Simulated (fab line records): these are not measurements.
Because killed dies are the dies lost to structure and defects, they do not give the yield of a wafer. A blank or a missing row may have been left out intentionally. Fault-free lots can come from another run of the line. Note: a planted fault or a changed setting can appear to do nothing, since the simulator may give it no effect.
fab line records -- flow n5_finfet
[record] lots = 5, wafers = 15, last_day = 16
route steps=1938 shown PMOS_HMC_CHANNEL_EPI@62 PASSIVATION@1936
lots that met no fault: from a run of the same line without faults
start_h: hours from the record's first day to the start of the lot's first wafer shown -- wait_h: how many hours have passed since the lot's step before this one -- " the same as in the row above -- L1.1+2: several wafers, shown together as one row -- - no value, or no start given -- * or withheld: withheld -- < > ~ a bound
route shown NAME@n: names a module that has steps shown in the file, with the first one's number in the route -- usual: mean/standard deviation of fault-free wafers -- same: alike in all rows -- chamber/n: place in a boat -- sites: the reading at each site -- _std_site: the standard deviation of these -- _edge_site: mean of outer sites minus mean of inner sites -- radius_mm: how far each site lies from the wafer's centre -- mask NAME#n: copy n -- behind: the tool/chamber that last shaped the wafer -- hold: cause of the lot's hold/its duration in hours/its outcome -- device: the transistor (n, p or np) that didn't switch -- end of line: the tests these same wafers got at the end of their route -- a step with no rows: only its recipe -- killed: dies lost to structure and defects at the first sort, not the wafer's yield -- map: a wafer's dies, x killed, . not, _ none there
set.NAME: setting as actually run; set.NAME@STEP: the setting as run at that earlier step -- model.NAME: the simulator's own value behind a step, which no gauge read
lots seen at some steps along the route; tables by step, rows by wafer
services: from which hour (start_h, from the record's first day; less than 0 if before it) a tool's chamber was out of use, for how many hours, and why
[[steps]]
[step N5_PMOS_HMC_CHANNEL_EPI_EXPOSE_06]
[recipe] mask_id = PMOS_HMC_BLK, na = 1.35, source_shape = conventional, sigma_outer = 0.8, polarization = unpolarized, target_cd_nm = 240, dose_mj = 41
[step N5_PMOS_HMC_CHANNEL_EPI_PEB_07]
[recipe] peb_temp_c = 110, peb_time_s = 60, resist = CAR-ArF-block
[step N5_PMOS_HMC_CHANNEL_EPI_DEVELOP_08]
[recipe] develop_time_s = 30, developer = TMAH, resist = CAR-ArF-block, dev_temp_c = 23, rinse_liquid = diw, dry = air_spin
[step N5_PMOS_HMC_CHANNEL_EPI_CD_MEAS_09]
[recipe] target_cd_nm = 237.4, landing_energy_ev = 500, detector = se_inlens
[usual] cd_nm = 237.3/0.77
lot.wafer,tool,chamber,start_h,wait_h,cd_nm
L257.1,cd_sem-03,0,41.48,-,236.5
L257.2,cd_sem-03,0,41.48,-,237.6
L257.6,cd_sem-03,0,41.48,-,237.2
L264.1,cd_sem-02,0,83.40,-,238.3
L264.2,cd_sem-02,0,83.40,-,238.2
L264.3,cd_sem-02,0,83.40,-,237.0
L267.3,cd_sem-03,0,106.23,-,237.2
L267.4,cd_sem-03,0,106.23,-,237.5
L267.5,cd_sem-03,0,106.23,-,237.3
L268.2,cd_sem-03,0,107.87,-,236.6
L268.3,cd_sem-03,0,107.87,-,236.4
L268.5,cd_sem-03,0,107.87,-,236.4
L274.2,cd_sem-01,0,143.02,-,237.1
L274.3,cd_sem-01,0,143.02,-,236.6
L274.6,cd_sem-01,0,143.02,-,237.4
[step N5_PMOS_HMC_CHANNEL_EPI_OVL_MEAS_10]
[recipe] points_per_wafer = 44
[usual] PMOS_HMC_BLK_OVL = -0.2/0.92
[same] points_per_wafer = 44
lot.wafer,tool,chamber,start_h,wait_h,PMOS_HMC_BLK_OVL[nm]
L257.1,overlay-01,0,41.51,0.0,1.3
L257.2,overlay-01,0,41.51,0.0,1.0
L257.6,overlay-01,0,41.51,0.0,0.3
L264.1,overlay-02,0,83.43,0.0,-1.6
L264.2,overlay-02,0,83.43,0.0,-0.3
L264.3,overlay-02,0,83.43,0.0,-1.4
L267.3,overlay-02,0,106.26,0.0,1.2
L267.4,overlay-02,0,106.26,0.0,0.4
L267.5,overlay-02,0,106.26,0.0,1.2
L268.2,overlay-01,0,107.90,0.0,-0.6
L268.3,overlay-01,0,107.90,0.0,1.1
L268.5,overlay-01,0,107.90,0.0,1.2
L274.2,overlay-01,0,143.04,0.0,-0.2
L274.3,overlay-01,0,143.04,0.0,-1.2
L274.6,overlay-01,0,143.04,0.0,-0.4
[step N5_PMOS_HMC_CHANNEL_EPI_INSPECT_11]
[recipe] mode = adi, inspect_instrument = macro
[usual] raw_defect_count = 1.9/1.4
lot.wafer,tool,chamber,start_h,wait_h,raw_defect_count
L257.1,defect_inspect-02,-,41.53,0.0,1
L257.2,defect_inspect-02,-,41.53,0.0,1
L257.6,defect_inspect-02,-,41.53,0.0,4
L264.1,defect_inspect-01,-,83.46,0.0,3
L264.2,defect_inspect-01,-,83.46,0.0,4
L264.3,defect_inspect-01,-,83.46,0.0,2
L267.3,defect_inspect-02,-,106.28,0.0,3
L267.4,defect_inspect-02,-,106.28,0.0,1
L267.5,defect_inspect-02,-,106.28,0.0,2
L268.2,defect_inspect-01,-,107.92,0.0,1
L268.3,defect_inspect-01,-,107.92,0.0,0
L268.5,defect_inspect-01,-,107.92,0.0,1
L274.2,defect_inspect-02,-,143.07,0.0,5
L274.3,defect_inspect-02,-,143.07,0.0,1
L274.6,defect_inspect-02,-,143.07,0.0,4
[step N5_PMOS_HMC_CHANNEL_EPI_DESCUM_14]
[recipe] chemistry = O2, time_s = 7.9, source_power_w = 50, bias_power_w = 20, pressure_mtorr = 20, rf_frequency_hz = 2.712e+07, temp_c = 40, resist = CAR-ArF-block, o2_flow_sccm = 225
[usual] drypump_motor_current_A = 5.9/0.36, oes_product_au = 0.76/0.042, rf_vpp_V = 243.0/1.4, showerhead_plenum_p_Torr = 2.08/0.066, throttle_valve_pct = 20.47/0.16
lot.wafer,tool,chamber,start_h,wait_h,drypump_motor_current_A,oes_product_au,rf_hours_counter_h,rf_vpp_V,showerhead_plenum_p_Torr,throttle_valve_pct
L257.1,rie_diel-02,3,41.57,0.0,6.3,0.80,86,242.2,2.12,20.30
L257.2,rie_diel-02,2,41.57,0.0,5.9,0.77,133,241.1,2.01,20.30
L257.6,rie_diel-02,2,41.57,0.0,5.9,0.77,-,241.9,2.01,20.30
L264.1,rie_diel-06,3,83.72,0.3,5.9,0.77,134,243.0,2.00,20.43
L264.2,rie_diel-06,2,83.72,0.3,5.7,0.76,149,242.2,2.02,20.55
L264.3,rie_diel-06,1,83.72,0.3,6.6,0.79,132,244.6,2.09,20.50
L267.3,rie_diel-06,0,107.06,0.8,5.7,0.73,169,241.5,1.99,20.56
L267.4,rie_diel-06,0,107.06,0.8,5.7,0.73,-,242.1,1.99,20.56
L267.5,rie_diel-06,1,107.06,0.8,6.5,0.79,-,244.4,2.09,20.50
L268.2,rie_diel-04,2,108.72,0.8,5.7,0.75,147,242.9,2.08,20.34
L268.3,rie_diel-04,0,108.72,0.8,6.4,0.73,193,244.3,2.09,20.84
L268.5,rie_diel-04,0,108.72,0.8,6.4,0.73,-,242.9,2.09,20.86
L274.2,rie_diel-06,2,143.17,0.1,5.7,0.76,157,242.9,2.02,20.54
L274.3,rie_diel-06,3,143.17,0.1,6.0,0.74,155,241.4,2.00,20.45
L274.6,rie_diel-06,2,143.17,0.1,5.6,0.76,-,244.5,2.02,20.55
[step N5_PMOS_HMC_CHANNEL_EPI_ETCH_32]
[recipe] chemistry = N2/H2, target = BARC, stop_on = SiO2, target_depth_a = 858, over_etch_frac = 0.3, time_s = 50.3, ion_energy_ev = 200, mask_material = CAR-ArF-block, pressure_mtorr = 30, source_w = 840, bias_w = 150, n2_flow_sccm = 200, h2_flow_sccm = 200
[usual] bias_w = 150.0/0.44, drypump_motor_current_A = 6.0/0.36, oes_product_au = 0.65/0.035, rf_vpp_V = 523.5/2.3, showerhead_plenum_p_Torr = 2.52/0.083, throttle_valve_pct = 17.96/0.16
lot.wafer,tool,chamber,start_h,wait_h,bias_w,drypump_motor_current_A,oes_product_au,rf_hours_counter_h,rf_vpp_V,showerhead_plenum_p_Torr,throttle_valve_pct
L257.1,rie_diel-02,3,41.60,0.0,149.7,6.3,0.68,86,524.4,2.58,17.81
L257.2,rie_diel-02,2,41.60,0.0,150.8,5.9,0.65,133,521.8,2.43,17.69
L257.6,rie_diel-02,2,41.60,0.0,150.6,5.9,0.65,-,521.8,2.43,17.71
L264.1,rie_diel-06,3,83.76,0.0,150.1,5.9,0.66,134,521.4,2.46,18.07
L264.2,rie_diel-06,2,83.76,0.0,150.2,5.7,0.66,149,521.4,2.44,17.85
L264.3,rie_diel-06,1,83.76,0.0,149.6,6.5,0.68,132,523.4,2.55,18.02
L267.3,rie_diel-06,0,107.09,0.0,149.8,5.7,0.63,169,520.6,2.42,18.08
L267.4,rie_diel-06,0,107.09,0.0,150.0,5.7,0.63,-,520.2,2.42,18.05
L267.5,rie_diel-06,1,107.09,0.0,149.6,6.6,0.67,-,524.2,2.55,18.02
L268.2,rie_diel-04,2,108.75,0.0,150.4,5.7,0.66,147,522.5,2.53,17.90
L268.3,rie_diel-04,0,108.75,0.0,150.5,6.4,0.63,193,523.7,2.52,18.11
L268.5,rie_diel-04,0,108.75,0.0,149.7,6.4,0.64,-,524.2,2.51,18.10
L274.2,rie_diel-06,2,143.20,0.0,149.5,5.7,0.65,157,521.8,2.44,17.87
L274.3,rie_diel-06,3,143.20,0.0,150.8,6.0,0.64,155,522.1,2.45,18.11
L274.6,rie_diel-06,2,143.20,0.0,149.7,5.7,0.65,-,520.7,2.44,17.86
[step N5_PMOS_HMC_CHANNEL_EPI_HM_OPEN_15]
[recipe] chemistry = CHF3/O2, target = SiO2, mask_material = CAR-ArF-block, target_depth_a = 406, CHF3_flow_sccm = 50, O2_flow_sccm = 5, Ar_flow_sccm = 200, time_s = 20.3, pressure_mtorr = 30, source_w = 650, bias_w = 170, ion_energy_ev = 200
[usual] bias_w = 170.0/0.5, drypump_motor_current_A = 5.9/0.36, oes_product_au = 0.76/0.042, rf_vpp_V = 521/9.8, showerhead_plenum_p_Torr = 2.39/0.071, throttle_valve_pct = 18.96/0.14
lot.wafer,tool,chamber,start_h,wait_h,bias_w,drypump_motor_current_A,oes_product_au,rf_hours_counter_h,rf_vpp_V,showerhead_plenum_p_Torr,throttle_valve_pct
L257.1,rie_diel-02,3,41.64,0.0,170.5,6.3,0.80,86,517,2.44,18.81
L257.2,rie_diel-02,2,41.64,0.0,170.4,5.8,0.76,133,510,2.31,18.74
L257.6,rie_diel-02,2,41.64,0.0,170.1,5.8,0.77,-,511,2.31,18.72
L264.1,rie_diel-06,3,83.80,0.0,170.8,5.9,0.77,134,543,2.32,18.97
L264.2,rie_diel-06,2,83.80,0.0,170.4,5.6,0.77,149,522,2.34,19.03
L264.3,rie_diel-06,1,83.80,0.0,170.2,6.5,0.80,132,520,2.42,19.01
L267.3,rie_diel-06,0,107.13,0.0,169.9,5.7,0.73,169,509,2.30,19.06
L267.4,rie_diel-06,0,107.13,0.0,169.9,5.7,0.72,-,509,2.30,19.07
L267.5,rie_diel-06,1,107.13,0.0,169.9,6.6,0.78,-,520,2.41,19.01
L268.2,rie_diel-04,2,108.79,0.0,169.9,5.7,0.76,147,527,2.41,18.91
L268.3,rie_diel-04,0,108.79,0.0,169.8,6.5,0.73,193,529,2.38,19.12
L268.5,rie_diel-04,0,108.79,0.0,169.3,6.5,0.73,-,528,2.38,19.11
L274.2,rie_diel-06,2,143.24,0.0,170.4,5.6,0.77,157,521,2.33,19.06
L274.3,rie_diel-06,3,143.24,0.0,169.0,6.0,0.75,155,542,2.32,19.00
L274.6,rie_diel-06,2,143.24,0.0,170.5,5.7,0.77,-,521,2.33,19.05
[step N5_PMOS_HMC_CHANNEL_EPI_STRIP_33]
[recipe] chemistry = N2/H2, power_w = 500, temp_c = 40, pressure_mtorr = 50, rf_frequency_hz = 6e+07, overash_fraction = 0.3, bias_power_w = 8, h2_frac = 0.5, n2_flow_sccm = 300, h2_flow_sccm = 300
[usual] drypump_motor_current_A = 6.0/0.36, oes_product_au = 0.76/0.042, power_w = 500.0/1.4, rf_vpp_V = 54.2/1.7, showerhead_plenum_p_Torr = 3.34/0.11, throttle_valve_pct = 19.06/0.25
lot.wafer,tool,chamber,start_h,wait_h,drypump_motor_current_A,oes_product_au,power_w,rf_hours_counter_h,rf_vpp_V,showerhead_plenum_p_Torr,throttle_valve_pct
L257.1,rie_diel-02,3,41.70,0.0,6.3,0.81,499.1,86,52.7,3.40,18.88
L257.2,rie_diel-02,2,41.70,0.0,5.9,0.77,499.0,133,53.6,3.21,18.74
L257.6,rie_diel-02,2,41.70,0.0,5.9,0.75,499.4,-,52.9,3.21,18.74
L264.1,rie_diel-06,3,83.85,0.0,6.0,0.77,500.1,134,54.5,3.25,19.37
L264.2,rie_diel-06,2,83.85,0.0,5.7,0.77,499.0,149,52.4,3.23,18.69
L264.3,rie_diel-06,1,83.85,0.0,6.6,0.79,500.3,132,56.9,3.37,19.18
L267.3,rie_diel-06,0,107.19,0.0,5.7,0.75,500.4,169,55.6,3.20,19.27
L267.4,rie_diel-06,0,107.19,0.0,5.8,0.73,503.1,-,53.4,3.20,19.23
L267.5,rie_diel-06,1,107.19,0.0,6.6,0.77,500.8,-,53.4,3.37,19.19
L268.2,rie_diel-04,2,108.85,0.0,5.7,0.74,499.1,147,52.9,3.35,19.09
L268.3,rie_diel-04,0,108.85,0.0,6.4,0.72,499.9,193,52.8,3.32,18.98
L268.5,rie_diel-04,0,108.85,0.0,6.4,0.73,499.5,-,54.3,3.32,19.01
L274.2,rie_diel-06,2,143.30,0.0,5.6,0.74,500.6,157,52.2,3.22,18.73
L274.3,rie_diel-06,3,143.30,0.0,5.9,0.74,500.8,155,50.6,3.24,19.35
L274.6,rie_diel-06,2,143.30,0.0,5.6,0.74,498.8,-,56.0,3.23,18.67
[step N5_PMOS_HMC_CHANNEL_EPI_STRIP_17]
[recipe] chemistry = SPM, time_s = 750, temp_c = 130, h2so4_h2o2_vol_ratio = 4, dry = ipa_marangoni
[step N5_PMOS_HMC_CHANNEL_EPI_ETCH_38]
[recipe] chemistry = CF4, target = SiO2, target_depth_a = 15, ion_energy_ev = 350, pressure_mtorr = 10, icp_w = 800, bias_w = 400, cf4_flow_sccm = 80
[usual] bias_w = 399.9/1.2, drypump_motor_current_A = 5.9/0.52, oes_product_au = 1.009/0.019, throttle_valve_pct = 21.72/0.25
lot.wafer,tool,chamber,start_h,wait_h,bias_w,drypump_motor_current_A,oes_product_au,rf_hours_counter_h,throttle_valve_pct
L257.1,rie_si-04,1,42.00,0.0,398.8,6.6,1.001,28,21.48
L257.2,rie_si-04,3,42.00,0.0,400.5,5.5,1.020,178,22.18
L257.6,rie_si-04,1,42.00,0.0,400.5,6.6,1.002,-,21.50
L264.1,rie_si-04,2,84.16,0.0,397.2,5.6,0.995,164,21.78
L264.2,rie_si-04,0,84.16,0.0,400.1,6.2,0.999,103,21.64
L264.3,rie_si-04,1,84.16,0.0,399.5,6.6,1.008,29,21.51
L267.3,rie_si-05,3,107.49,0.0,400.1,6.8,1.015,9,21.73
L267.4,rie_si-05,0,107.49,0.0,400.8,5.1,0.997,34,21.70
L267.5,rie_si-05,2,107.49,0.0,399.6,6.5,1.023,-,21.21
L268.2,rie_si-04,1,109.15,0.0,399.8,6.5,0.997,29,21.49
L268.3,rie_si-04,2,109.15,0.0,398.7,5.5,1.008,164,21.78
L268.5,rie_si-04,2,109.15,0.0,398.9,5.5,1.008,-,21.79
L274.2,rie_si-05,0,143.61,0.0,397.9,5.1,0.998,35,21.72
L274.3,rie_si-05,1,143.61,0.0,401.5,5.8,1.036,137,21.66
L274.6,rie_si-05,0,143.61,0.0,399.1,5.1,0.999,-,21.71
[step N5_PMOS_HMC_CHANNEL_EPI_FIN_RECESS_16]
[recipe] chemistry = HBr/Cl2, target = Si, mask_material = SiO2, target_depth_a = 540, time_s = 18, pressure_mtorr = 10, icp_w = 800, bias_w = 75, HBr_flow_sccm = 150, Cl2_flow_sccm = 80
[usual] bias_w = 75.02/0.22, drypump_motor_current_A = 5.9/0.52, oes_product_au = 1.007/0.018, throttle_valve_pct = 35.4/0.36
lot.wafer,tool,chamber,start_h,wait_h,bias_w,drypump_motor_current_A,oes_product_au,rf_hours_counter_h,throttle_valve_pct,model.PMOS_HMC_CHANNEL_EPI.feature_depth_nm,model.etch.depth_nm
L257.1,rie_si-04,1,42.02,0.0,75.21,6.5,0.996,28,35.0,54.43,54.43
L257.2,rie_si-04,3,42.02,0.0,75.03,5.5,1.020,178,35.9,55.13,55.13
L257.6,rie_si-04,1,42.02,0.0,75.10,6.5,1.007,-,35.0,54.81,54.81
L264.1,rie_si-04,2,84.18,0.0,75.27,5.5,1.005,164,35.2,56.53,56.53
L264.2,rie_si-04,0,84.18,0.0,74.93,6.3,1.015,103,35.3,54.66,54.66
L264.3,rie_si-04,1,84.18,0.0,75.17,6.6,1.009,29,35.0,55.82,55.82
L267.3,rie_si-05,3,107.51,0.0,75.26,6.7,0.992,9,35.6,54.89,54.89
L267.4,rie_si-05,0,107.51,0.0,74.80,5.1,0.996,34,35.5,54.87,54.87
L267.5,rie_si-05,2,107.51,0.0,74.53,6.5,1.025,-,34.7,54.36,54.36
L268.2,rie_si-04,1,109.17,0.0,75.12,6.5,0.999,29,35.0,55.1,55.1
L268.3,rie_si-04,2,109.17,0.0,-,5.5,0.997,164,35.2,52.2,52.2
L268.5,rie_si-04,2,109.17,0.0,75.27,5.5,0.987,-,35.2,55.41,55.41
L274.2,rie_si-05,0,143.63,0.0,75.02,5.1,1.002,35,35.5,54.76,54.76
L274.3,rie_si-05,1,143.63,0.0,75.14,5.8,1.040,137,35.3,54.58,54.58
L274.6,rie_si-05,0,143.63,0.0,74.78,5.1,0.995,-,35.5,54.62,54.62
[step N5_PMOS_HMC_CHANNEL_EPI_PRECLEAN_36]
[recipe] chemistry = O3/DIW, time_s = 45, temp_c = 22, o3_ppm = 10
[step N5_PASSIVATION_PROBE_49]
[usual] killed_at_M0_to_M3 = 34/8.9, killed_at_M4_up = 13/5, killed_at_contacts = 12/7, killed_at_front_end = 38/11, killed_at_other = 3.2/2.9, killed_dies = 99/16, killed_open = 65/13, killed_short = 32/7.6
[same] gross_dies = 1180, killed_at_back_side = 0
lot.wafer,tool,chamber,start_h,wait_h,killed_at_M0_to_M3,killed_at_M4_up,killed_at_contacts,killed_at_front_end,killed_at_other,killed_dies,killed_open,killed_short
L257.1,prober-02,-,280.79,0.0,44,17,44,27,6,138,93,39
L257.2,prober-02,-,280.84,0.1,28,7,24,37,2,98,63,35
L257.6,prober-02,-,281.04,0.3,43,20,29,37,0,129,71,53
L264.1,prober-02,-,335.85,0.0,36,9,20,47,6,118,82,36
L264.2,prober-02,-,335.90,0.1,40,13,12,52,4,121,87,29
L264.3,prober-02,-,335.95,0.1,44,22,8,42,2,118,82,36
L267.3,prober-02,-,349.84,0.1,25,15,7,48,3,98,64,34
L267.4,prober-02,-,349.89,0.2,24,15,7,62,2,110,68,40
L267.5,prober-02,-,349.94,0.2,51,9,4,46,2,112,69,42
L268.2,prober-02,-,355.52,0.1,30,16,14,39,0,99,63,36
L268.3,prober-02,-,355.57,0.1,37,8,31,35,1,112,83,28
L268.5,prober-02,-,355.67,0.2,27,14,12,58,0,111,67,43
L274.2,prober-01,-,381.41,0.1,22,21,13,36,2,94,62,31
L274.3,prober-01,-,381.46,0.1,25,13,2,32,6,78,52,25
L274.6,prober-01,-,381.61,0.3,23,15,15,35,1,89,54,33
// killed by level:class
L257.1 MOL_CONTACT_COAG:geometric_particle:open=39 BEOL_M0_SAQP:geometric_particle:open=13 BEOL_M0_SAQP:geometric_particle:short=9 GATE_CUT:geometric_particle:short=6 BEOL_M1:geometric_particle:open=6 FIN_SAQP:geometric_particle:open=5 BEOL_M4:geometric_particle:short=5 MOL_CONTACT_COAG:geometric_particle:short=4
L257.2 MOL_CONTACT_COAG:geometric_particle:open=16 BEOL_M3:geometric_particle:open=9 ILD0:geometric_particle:short=8 MOL_CONTACT_COAG:geometric_particle:short=8 BEOL_M0_SAQP:geometric_particle:open=8 FIN_SAQP:geometric_particle:open=4 DUMMY_GATE:geometric_particle:open=4 BEOL_M0_SAQP:geometric_particle:short=4
L257.6 MOL_CONTACT_COAG:geometric_particle:open=22 BEOL_M0_SAQP:geometric_particle:open=12 BEOL_M0_SAQP:geometric_particle:short=11 FIN_SAQP:geometric_particle:short=10 FIN_SAQP:geometric_particle:open=10 BEOL_M3:geometric_particle:open=9 BEOL_M4:geometric_particle:short=9 MOL_CONTACT_COAG:geometric_particle:short=7
L264.1 MOL_CONTACT_COAG:geometric_particle:open=17 STI_FIN_REVEAL:geometric_particle:open=15 BEOL_M3:geometric_particle:open=9 FIN_SAQP:geometric_particle:short=9 BEOL_M0_SAQP:geometric_particle:short=9 BEOL_M0_SAQP:geometric_particle:open=7 DUMMY_GATE:geometric_particle:open=5 FIN_SAQP:geometric_particle:open=4
L264.2 FIN_SAQP:geometric_particle:open=16 BEOL_M3:geometric_particle:open=14 MOL_CONTACT_COAG:geometric_particle:open=11 BEOL_M4:geometric_particle:open=11 FIN_SAQP:geometric_particle:short=7 DUMMY_GATE:geometric_particle:open=6 STI_FIN_REVEAL:geometric_particle:open=5 BEOL_M1:geometric_particle:open=5
L264.3 STI_FIN_REVEAL:geometric_particle:open=16 BEOL_M4:geometric_particle:open=10 BEOL_M0_SAQP:geometric_particle:open=9 BEOL_M2:geometric_particle:open=9 BEOL_M0_SAQP:geometric_particle:short=8 FIN_SAQP:geometric_particle:open=7 MOL_CONTACT_COAG:geometric_particle:open=7 BEOL_M0:geometric_particle:open=6
L267.3 DUMMY_GATE:geometric_particle:open=9 BEOL_M0_SAQP:geometric_particle:open=8 GATE_CUT:geometric_particle:short=7 GATE_CUT:geometric_particle:open=7 BEOL_M0_SAQP:geometric_particle:short=7 FIN_SAQP:geometric_particle:short=6 FIN_SAQP:geometric_particle:open=5 STI_FIN_REVEAL:geometric_particle:open=5
L267.4 STI_FIN_REVEAL:geometric_particle:open=14 FIN_SAQP:geometric_particle:open=12 FIN_SAQP:geometric_particle:short=9 BEOL_M0_SAQP:geometric_particle:open=9 MOL_CONTACT_COAG:geometric_particle:open=7 BEOL_M0_SAQP:geometric_particle:short=7 DUMMY_GATE:geometric_particle:open=6 BEOL_M4:geometric_particle:open=6
L267.5 BEOL_M0_SAQP:geometric_particle:open=19 BEOL_M0_SAQP:geometric_particle:short=17 STI_FIN_REVEAL:geometric_particle:open=15 FIN_SAQP:geometric_particle:open=9 STI_FIN_REVEAL:geometric_particle:short=5 DUMMY_GATE:geometric_particle:open=4 BEOL_M0:geometric_particle:short=4 BEOL_M4:geometric_particle:open=4
L268.2 FIN_SAQP:geometric_particle:short=12 MOL_CONTACT_COAG:geometric_particle:open=10 BEOL_M0_SAQP:geometric_particle:short=9 BEOL_M2:geometric_particle:open=8 FIN_SAQP:geometric_particle:open=7 BEOL_M3:geometric_particle:open=6 BEOL_M5:geometric_particle:open=5 BEOL_M0_SAQP:geometric_particle:open=5
L268.3 MOL_CONTACT_COAG:geometric_particle:open=20 STI_FIN_REVEAL:geometric_particle:open=16 MOL_CONTACT_COAG:geometric_particle:short=11 BEOL_M3:geometric_particle:open=10 BEOL_M0_SAQP:geometric_particle:open=9 BEOL_M0_SAQP:geometric_particle:short=5 BEOL_M1:geometric_particle:open=5 BEOL_M2:geometric_particle:open=5
L268.5 STI_FIN_REVEAL:geometric_particle:open=17 FIN_SAQP:geometric_particle:short=15 GATE_CUT:geometric_particle:short=7 BEOL_M3:geometric_particle:open=7 MOL_CONTACT_COAG:geometric_particle:short=6 MOL_CONTACT_COAG:geometric_particle:open=6 BEOL_M0_SAQP:geometric_particle:open=6 GATE_CUT:geometric_particle:open=5
L274.2 FIN_SAQP:geometric_particle:open=15 MOL_CONTACT_COAG:geometric_particle:open=11 FIN_SAQP:geometric_particle:short=10 BEOL_M2:geometric_particle:open=8 BEOL_M5:geometric_particle:open=8 BEOL_M4:geometric_particle:short=5 BEOL_M0_SAQP:geometric_particle:short=4 BEOL_M1:geometric_particle:open=4
L274.3 BEOL_M2:geometric_particle:open=7 FIN_SAQP:geometric_particle:open=6 GATE_CUT:geometric_particle:short=6 BEOL_M3:geometric_particle:open=5 BEOL_M4:geometric_particle:open=5 BEOL_M4:geometric_particle:short=5 STARTING-WAFER:geometric_particle:open=5 DUMMY_GATE:geometric_particle:open=4
L274.6 MOL_CONTACT_COAG:geometric_particle:open=8 MOL_CONTACT_COAG:geometric_particle:short=7 STI_FIN_REVEAL:geometric_particle:open=6 BEOL_M4:geometric_particle:open=6 FIN_SAQP:geometric_particle:short=5 GATE_CUT:geometric_particle:short=5 BEOL_M0_SAQP:geometric_particle:open=5 STI_FIN_REVEAL:geometric_particle:short=4
[[services]]
tool,chamber,start_h,hours,kind
rie_diel-06,2,18.43,7.9,repair
rie_diel-06,0,22.98,1.9,repair
rie_diel-06,3,23.26,6.2,repair
rie_diel-04,-,25.84,4.3,pm
rie_diel-06,0,33.98,4.7,repair
rie_diel-02,1,34.94,6.8,repair
rie_si-05,0,40.95,4.7,repair
rie_si-04,-,44.98,6.8,repair
rie_diel-04,3,45.78,3.0,repair
rie_diel-04,1,68.15,7.8,repair
rie_diel-06,2,84.44,25.5,repair
rie_diel-04,3,115.30,13.6,repair
rie_diel-06,2,120.20,5.5,repair
rie_diel-02,0,122.76,-,clean
rie_diel-02,0,122.76,-,consumable_replace:focus_ring
rie_diel-02,0,122.76,24.5,scheduled_down
rie_diel-02,0,122.76,24.5,vent_cycle
rie_si-05,-,128.04,2.8,pm
[[key]]
first_sign none at tools or gauges
[model_effect] step = N5_PMOS_HMC_CHANNEL_EPI_FIN_RECESS_16, value = PMOS_HMC_CHANNEL_EPI.feature_depth_nm, without = 55.78, struck = 52.2
met_at N5_PMOS_HMC_CHANNEL_EPI_FIN_RECESS_16
struck_wafers L268.3
tester_left_out L268
onset_between 84.18 109.17
[fault] kind = process_parameter_drift, tool = rie_si-04, chamber = -, onset_h = 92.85, steps = N5_PMOS_HMC_CHANNEL_EPI_FIN_RECESS_16, channel = time_s, offset = *, shape = step, end_h = 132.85, scope = struck_wafers_only, acts_in = *, stated = *
// tester_left_out: of these lots the tester's yield and bins aren't shown, on N5 and GAA mostly nor the transistor test; their killed dies are dies lost to structure and defects alone, not to doping, threshold or leakage, so they don't give the yield
